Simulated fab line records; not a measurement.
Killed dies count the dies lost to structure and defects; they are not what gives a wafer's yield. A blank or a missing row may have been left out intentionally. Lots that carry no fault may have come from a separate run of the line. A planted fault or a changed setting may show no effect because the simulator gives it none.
Matching of chambers    flow nand-harc    cmp-03 running NHARC_A_STAIRCASE_CMP_450: 4 sister chambers
The step polishes SiO2, target thk 200 nm. 7 wafers are shown with their chamber, then 9 later ones without.

EACH WAFER AND ITS CHAMBER
wafer   chamber  motor-current-A (A)  slurry-filter-dp-kPa (kPa)
L084.5  0        12.7                 13.37
L087.1  2        14.3                 13.35
L087.2  1        12.9                 13.68
L087.6  3        13.2                 13.57
L088.1  1        12.3                 13.37
L088.3  3        12.5                 13.48
L088.5  0        12.9                 13.52

WAFERS WHOSE CHAMBER IS MISSING
wafer   motor-current-A (A)  slurry-filter-dp-kPa (kPa)
L091.1  12.4                 13.53
L091.3  11.9                 13.40
L091.4  14.4                 13.60
L094.3  12.4                 13.75
L094.4  12.6                 13.70
L094.6  13.4                 13.71
L096.2  14.5                 13.58
L096.4  12.5                 13.63
L096.5  12.8                 13.83

THE CHAMBER EACH PASSED THROUGH
wafer   from the rows above                in truth
L091.1  can't be placed: 1 or 3 or 0       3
L091.3  can't be placed: 1 or 0 or 3       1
L091.4  2                                  2
L094.3  can't be placed: 1 or 3 or 0       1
L094.4  can't be placed: 1 or 3 or 0       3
L094.6  can't be placed: 3 or 0 or 1 or 2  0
L096.2  2                                  2
L096.4  can't be placed: 1 or 3 or 0       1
L096.5  can't be placed: 3 or 1 or 0       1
Correct placement for 2 of the 9. Not placeable from these rows: 7 (in 7, the candidates include the true chamber). Wrongly placed: 0.
How it was worked out, from the rows above alone: a wafer's distance from a chamber is the root of the sum, over the readings, of the square of ((its reading less the chamber's mean) divided by the reading's scatter). The wafer belongs to the nearest chamber; if the next one is less than 2 further off, it can't be placed. The mean given for a chamber averages the wafers shown for that chamber. The scatter is the square root of a quotient: the sum, over the shown wafers, of each reading's squared deviation from its chamber's mean, divided by wafers minus chambers.
